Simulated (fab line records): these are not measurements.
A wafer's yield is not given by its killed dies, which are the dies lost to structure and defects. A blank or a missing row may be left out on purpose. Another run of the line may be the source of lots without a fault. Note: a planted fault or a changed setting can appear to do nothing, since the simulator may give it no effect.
Struck lot and sound lot, side by side || flow nand harc || 41 steps out of a route of 1302
Sound: wafers L970.2, L970.4, L970.6. Struck: wafers L984.3, L984.5 (left out: L984.4, a lot-mate that was not struck); the cause follows at the end.
Per side, at each step with rows, come the tool, then ch with its chambers, and then its first start. Under that, the readings that differ: sound wafers || struck wafers || difference of the means || sigmas: that difference in standard deviations of wafers without a fault.
alike: same words and numbers on both sides, and readings whose means sit less than 2 such deviations apart. not compared: any withheld reading, any reading some wafer has no value for, any bound like >300 that may hide the same value, and any number with overlapping values for which the record gives no deviation.
A row with sigmas, a row that says differs or no value, or rows on one side alone: a step with any of these is where the two part. When numbers do not overlap yet have no deviation, they are printed without sigmas and do not part them. A reading that every wafer of one side lacks parts them only if that side has two wafers or more.

first, 8 steps without rows for these wafers: NHARC_P_M1_HMDS_02 (time 30 s); NHARC_P_M1_COAT_34 (time 65 s); NHARC_P_M1_COAT_03 (resist thk 90 nm); NHARC_P_M1_SOFTBAKE_04 (time 55 s); NHARC_P_M1_EBR_05; NHARC_P_M1_EXPOSE_06 (exposes mask P M1, target cd 130 nm); NHARC_P_M1_PEB_07 (peb time 65 s); NHARC_P_M1_DEVELOP_08 (develop time 35 s).
NHARC_P_M1_CD_MEAS_09 targets a cd of 130 nm.
  sound on cd sem-02 ch 0, day 6 09:33; struck on cd sem-03 ch 0, day 12 04:04
{"reading": "cd nm (nm)", "sound": "128.9 128.6 128.9", "struck": "130.2 129.7", "difference": "+1.1", "sigmas": "+2"}
NHARC_P_M1_OVL_MEAS_10: pitch 260 nm.
  sound: overlay-01 at day 6 09:38; struck: overlay-02 at day 12 04:09
  alike: overlay x nm, overlay y nm
NHARC_P_M1_INSPECT_11:
  sound: defect inspect-02 at day 6 09:40; struck: defect inspect-01 at day 12 04:11
  alike: raw defect count
then, 1 step without rows for these wafers: NHARC_P_M1_DESCUM_14 (chemistry O2, time 3 s).
NHARC_P_M1_ETCH_35: etches the open film in N2/H2, target depth 40 nm, overetch 12 nm, time 43.94 s.
  sound on rie diel-09 ch 0,3, day 6 09:49; struck on rie diel-02 ch 2, day 12 04:20
{"reading": "drypump motor current A (A)", "sound": "5.9 5.2 5.9", "struck": "5.0 5.0", "difference": -0.7, "sigmas": -2}
{"reading": "rf vpp V (V)", "sound": "434.7 430.7 433.7", "struck": "425.3 426.0", "difference": -7.4, "sigmas": -3}
{"reading": "showerhead plenum p Torr (Torr)", "sound": "2.19 2.05 2.19", "struck": "1.91 1.91", "difference": -0.23, "sigmas": -2}
  alike: n2 flow sccm, oes product au, throttle valve pct
  not compared: rf hours counter h
NHARC_P_M1_ETCH_15: etches the open film in C4F8/Ar, target depth 182.5 nm, time 91.2 s.
  sound: rie diel-09 ch 1,2,3; struck: rie diel-02 ch 0,3
{"reading": "oes product au (a.u.)", "sound": "0.929 0.913 0.910", "struck": "0.957 0.963", "difference": "+0.043", "sigmas": "+2"}
  alike: rf vpp V
  not compared: rf hours counter h
NHARC_P_M1_CD_MEAS_16:
  sound: cd sem-03 at day 6 10:02; struck: cd sem-01 at day 12 04:34
{"reading": "cd nm (nm)", "sound": "128.4 127.5 128.2", "struck": "130.5 130.2", "difference": "+2.3", "sigmas": "+3"}
NHARC_P_M1_STRIP_18: strips in N2/H2.
  sound on rie diel-02 ch 0,1,2, day 6 10:10; struck on rie diel-09 ch 2,3, day 12 04:42
  alike: drypump motor current A, n2 flow sccm, oes product au, rf vpp V, showerhead plenum p Torr, throttle valve pct
  not compared: rf hours counter h
then, 5 steps without rows for these wafers: NHARC_P_M1_ETCH_28 (etches the open film in CF4/N2, target depth 30 nm, time 72.99 s); NHARC_P_M1_STRIP_19 (strips in post etch residue remover, time 600 s); NHARC_P_M1_DEGAS_29 (time 60 s); NHARC_P_M1_PRE_CLEAN_30 (time 30 s); NHARC_P_M1_PVD_20 (deposits TaN, target thk 5 nm, time 8.06 s).
NHARC_P_M1_PVD_21: deposits Cu, target thk 30 nm, time 20.49 s.
  sound on pvd sputter-02; struck on pvd sputter-01
  alike: substrate temp c, throttle valve pct
then, 2 steps without rows for these wafers: NHARC_P_M1_ECD_22 (material Cu, target thk 400 nm); NHARC_P_M1_ANNEAL_31 (time 90 s).
NHARC_P_M1_CMP_23: polishes, t overpolish 20 s, target thk 157.82 nm.
  sound on cmp-03 ch 1,3, day 6 11:50; struck on cmp-04 ch 1,2, day 12 06:25
  alike: motor current A, time to endpoint s
NHARC_P_M1_THK_MEAS_24: measures by xrf.
  sound: film metro-02 at day 6 12:09; struck: film metro-02 at day 12 06:43
  alike: thk nm
next, for these wafers, 1 step has no rows: NHARC_P_M1_SRD_25.
NHARC_P_M1_PRE_CLEAN_32: time 12 s.
  sound on pecvd-04 ch 1,2, day 6 12:22; struck on pecvd-01 ch 0, day 12 06:58
  alike: heater power w
then, 11 steps without rows for these wafers: NHARC_P_M1_DEP_33 (deposits SiCN, target thk 30 nm); NHARC_P_M2_DEP_00 (deposits SiOC, target thk 182.5 nm); NHARC_P_M2_DEHYDRATE_01 (time 120 s); NHARC_P_M2_HMDS_02 (time 30 s); NHARC_P_M2_COAT_34 (time 65 s); NHARC_P_M2_COAT_03 (resist thk 90 nm); NHARC_P_M2_SOFTBAKE_04 (time 55 s); NHARC_P_M2_EBR_05; NHARC_P_M2_EXPOSE_06 (exposes mask P M2, target cd 170 nm); NHARC_P_M2_PEB_07 (peb time 65 s); NHARC_P_M2_DEVELOP_08 (develop time 35 s).
NHARC_P_M2_CD_MEAS_09 targets a cd of 170 nm.
  sound on cd sem-03 ch 0, day 6 13:48; struck on cd sem-03 ch 0, day 12 08:16
  alike: cd nm
-- the record jumps here: 18 days lie between the struck wafers' starts before and after (it left off in module P_M2 and takes up again in module END, whose first step shown is number 1302 of the route) --
NHARC_END_SORT_01:
  the record has rows for the struck wafers here (prober-02 ch 0, day 30 10:08) and none for the sound ones

== WHERE THEY PART ==
Last at NHARC_END_SORT_01 as far as this record goes, first at NHARC_P_M1_CD_MEAS_09.

WHY: the cause the simulator had injected
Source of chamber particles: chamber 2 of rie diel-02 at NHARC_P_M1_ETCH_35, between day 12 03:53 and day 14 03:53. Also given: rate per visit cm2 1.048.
